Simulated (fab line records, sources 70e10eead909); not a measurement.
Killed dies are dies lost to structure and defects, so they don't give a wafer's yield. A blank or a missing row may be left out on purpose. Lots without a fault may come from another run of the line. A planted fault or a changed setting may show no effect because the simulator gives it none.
A struck lot beside a sound one | flow nand_harc | 13 steps out of a route of 1302
Sound: wafers L111.1, L111.3, L111.4. Struck: wafers L127.1, L127.2, L127.4. The cause comes at the end.
At each step with rows: each side's tool, then ch and its chambers, then its first start. Under that, the readings that differ: sound wafers | struck wafers | difference of the means | sigmas: that difference in standard deviations of wafers without a fault.
alike: readings whose means differ by less than 2 such deviations, and words and numbers that are the same on both sides. not compared: withheld readings, readings that some wafer has no value for, bounds like >300 that may hide the same value, and numbers for which the record gives no deviation and whose values overlap.
The two part at a step that has a row with sigmas, a row that says differs or no value, or rows on one side only. Numbers that don't overlap but have no deviation are shown without sigmas and don't part them. A reading that every wafer of one side lacks parts them only if that side has two wafers or more.

first, 2 steps without rows for these wafers: NHARC_A_SOURCE_PLATE_SRD_01; NHARC_A_SOURCE_PLATE_OXIDE_02 (material SiO2, target thk 10 nm, ox time 1362 s).
NHARC_A_SOURCE_PLATE_THK_MEAS_09: measures by ellipsometry.
  sound on film_metro-02, day 8 04:41; struck on film_metro-01, day 15 06:56
  alike: thk_nm
then, 3 steps without rows for these wafers: NHARC_A_SOURCE_PLATE_PVD_04 (deposits WSi2, target thk 50 nm); NHARC_A_SOURCE_PLATE_CVD_03 (deposits poly-Si, target thk 200 nm, time 4000 s); NHARC_A_SOURCE_PLATE_ANNEAL_05 (time 1800 s).
NHARC_A_SOURCE_PLATE_THK_MEAS_06: measures by ellipsometry.
  sound on film_metro-02, day 8 20:12; struck on film_metro-01, day 15 22:37
  alike: thk_nm
NHARC_A_SOURCE_PLATE_INSPECT_08:
  sound on defect_inspect-01, day 8 20:16; struck on defect_inspect-02, day 15 22:41
  alike: raw_defect_count
then, 1 step without rows for these wafers: NHARC_A_ONON_D1_DEP_00 (target thk 1000 nm).
NHARC_A_ONON_D1_THK_MEAS_02: measures by ellipsometry.
  sound on film_metro-01, day 8 20:50; struck on film_metro-01, day 15 23:16
  alike: thk_nm
NHARC_A_ONON_D1_DEP_03: target thk 1000 nm.
  sound on pecvd_onon-03 ch 0, day 8 20:54; struck on pecvd_onon-03 ch 0, day 15 23:19
  reading              | sound                | struck               | difference | sigmas
  susceptor_temp_C (C) | 399.52 399.70 399.55 | 400.01 400.25 400.10 | +0.53      | +2
NHARC_A_ONON_D1_THK_MEAS_05: measures by ellipsometry.
  sound on film_metro-02, day 8 21:25; struck on film_metro-01, day 15 23:59
  reading     | sound         | struck      | difference | sigmas
  thk_nm (nm) | 1001 1001 999 | 457 456 457 | -544       | -55
  not compared: hold
then, 1 step without rows for these wafers: NHARC_END_SORT_01.

WHERE THEY PART
First at NHARC_A_ONON_D1_DEP_03; last, within this record, at NHARC_A_ONON_D1_THK_MEAS_05.

WHY: what the simulator had put in
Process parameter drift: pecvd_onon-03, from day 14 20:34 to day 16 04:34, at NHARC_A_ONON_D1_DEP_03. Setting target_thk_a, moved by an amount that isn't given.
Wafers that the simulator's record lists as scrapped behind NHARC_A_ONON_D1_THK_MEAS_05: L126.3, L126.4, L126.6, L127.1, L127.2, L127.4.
